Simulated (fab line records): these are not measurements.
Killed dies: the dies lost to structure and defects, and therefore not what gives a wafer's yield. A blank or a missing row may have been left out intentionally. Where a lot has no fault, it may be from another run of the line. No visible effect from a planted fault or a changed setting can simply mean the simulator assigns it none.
A struck lot beside a sound one | flow n5_finfet | 19 steps out of a route of 1938
Sound: wafers L412.1, L412.3, L412.5. The struck wafers were L419.1, L419.4, L419.6. At the end, the cause is stated.
For every step that has rows: the tool of each side, followed by ch and its chambers, followed by its first start. Under that, the readings that differ: sound wafers | struck wafers | difference of the means | sigmas: that difference in standard deviations of wafers without a fault.
alike: words and numbers the same on both sides, and readings whose means are apart by under 2 such deviations; not compared: readings that were withheld, readings missing a value for some wafer, numbers with overlapping values and no deviation given by the record, and bounds like >300 which may hide the same value.
A row with sigmas, a row that says differs or no value, or rows on one side alone: a step with any of these is where the two part. When numbers do not overlap yet have no deviation, they are printed without sigmas and do not part them. A reading that every wafer of one side lacks parts them only if that side has two wafers or more.

first, 9 steps without rows for these wafers: N5_BEOL_M10_DESCUM_16 (chemistry O2, time 7.9 s); N5_BEOL_M10_ETCH_61 (etches SiARC in CF4, target depth 39 nm, time 65 s); N5_BEOL_M10_ETCH_62 (etches SOC in N2/H2, target depth 110 nm, overetch 22 nm, time 165 s); N5_BEOL_M10_STRIP_68 (strips in N2/H2); N5_BEOL_M10_STRIP_67 (strips in CF4); N5_BEOL_M10_HM_OPEN_17 (chemistry Cl2/BCl3, target TiN, target depth 20 nm, overetch 6 nm); N5_BEOL_M10_STRIP_19 (strips in O2); N5_BEOL_M10_COAT_63 (time 60 s, resist thk 100 nm); N5_BEOL_M10_COAT_64 (time 60 s, resist thk 30 nm).
N5_BEOL_M10_COAT_22: resist thk 90 nm.
  sound on litho_track-01 ch 0, day 10 22:03; struck on litho_track-01 ch 0, day 13 01:08
  reading                                       | sound                | struck               | difference | sigmas
  spin_speed_rpm (rpm)                          | 1499.8 1497.5 1499.9 | 1648.4 1650.4 1650.2 | +150.6     | +99 or more
  model.CAR-ArF_of_BEOL_M10_COAT_22.thk_nm (nm) | 90 90 90             | 85.6 85.4 85.6       | -4.5       |
then, 6 steps without rows for these wafers: N5_BEOL_M10_EBR_24; N5_BEOL_M10_SOFTBAKE_23 (time 60 s); N5_BEOL_M10_EXPOSE_25 (exposes mask V9); N5_BEOL_M10_PEB_26 (peb time 60 s); N5_BEOL_M10_DEVELOP_27 (develop time 30 s); N5_BEOL_M10_DESCUM_33 (chemistry O2, time 7.9 s).
N5_BEOL_M10_ETCH_65: etches SiARC in CF4, target depth 39 nm, time 65 s.
  sound on rie_diel-04 ch 2,3, day 10 22:25; struck on rie_diel-02 ch 1,3, day 13 01:39
  reading                                       | sound          | struck       | difference | sigmas
  model.CAR-ArF_of_BEOL_M10_COAT_22.thk_nm (nm) | 55.6 55.4 55.4 | 51 50.8 51.2 | -4         |
  alike: chamber_pressure_mTorr, drypump_motor_current_A, etch_rf_on_time_s, oes_product_au, rf_vpp_V, showerhead_plenum_p_Torr, throttle_valve_pct
  not compared: rf_hours_counter_h
then, 2 steps without rows for these wafers: N5_BEOL_M10_ETCH_66 (etches SOC in N2/H2, target depth 120 nm, overetch 24 nm, time 180 s); N5_PASSIVATION_PROBE_49.

WHERE THEY PART
Within this record, at N5_BEOL_M10_COAT_22 only. Later steps at which nothing parts them and some readings are alike: N5_BEOL_M10_ETCH_65.

WHY: what the simulator had put in
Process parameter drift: litho_track-01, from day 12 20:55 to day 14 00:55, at N5_BEOL_M10_COAT_22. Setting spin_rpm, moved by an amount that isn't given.
